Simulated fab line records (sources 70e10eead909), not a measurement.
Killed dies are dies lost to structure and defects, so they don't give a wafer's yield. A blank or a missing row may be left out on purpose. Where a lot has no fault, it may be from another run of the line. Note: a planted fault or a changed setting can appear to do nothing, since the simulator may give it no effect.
Matching of chambers ; flow nandHarc ; pecvd-04 running NHARC_A_STAIRCASE_DEP_471: 3 sister chambers
The step deposits SiO2, target thk 100 nm. 6 wafers are shown with their chamber, then 8 later ones without.

== EACH WAFER AND ITS CHAMBER ==
wafer;chamber;throttleValvePct (%);heaterPowerW (W)
L081.1;0;15.9;514
L081.4;2;16.0;504
L082.1;0;16.0;489
L082.4;2;16.0;563
L082.5;1;15.4;553
L083.1;1;15.3;544

== WAFERS WITH NO CHAMBER GIVEN ==
wafer;throttleValvePct (%);heaterPowerW (W)
L083.3;16.2;498
L083.6;15.6;512
L094.4;14.8;415
L094.5;15.5;560
L094.6;15.6;610
L095.1;15.4;499
L095.2;15.7;566
L095.5;14.3;416

== WHICH CHAMBER EACH WENT THROUGH ==
wafer;from the rows above;in truth
L083.3;can't be placed: 2 or 0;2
L083.6;can't be placed: 1 or 0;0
L094.4;1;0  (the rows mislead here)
L094.5;1;1
L094.6;1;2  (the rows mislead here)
L095.1;1;1
L095.2;can't be placed: 0 or 2 or 1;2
L095.5;1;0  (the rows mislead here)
Correct placement for 2 of the 8. Not placeable from these rows: 3 (in 3, the candidates include the true chamber). Placed wrongly: 3.
How it was worked out, from the rows above alone: a wafer's distance from a chamber is the root of the sum, over the readings, of the square of ((its reading less the chamber's mean) divided by the reading's scatter). The wafer belongs to the nearest chamber; if the next one is less than 2 further off, it can't be placed. For every chamber, the mean is computed from those of its wafers that are shown. How the scatter is found: for the shown wafers, subtract from each reading the mean of its chamber, square and add these, divide the total by (wafers less chambers), then take the root.
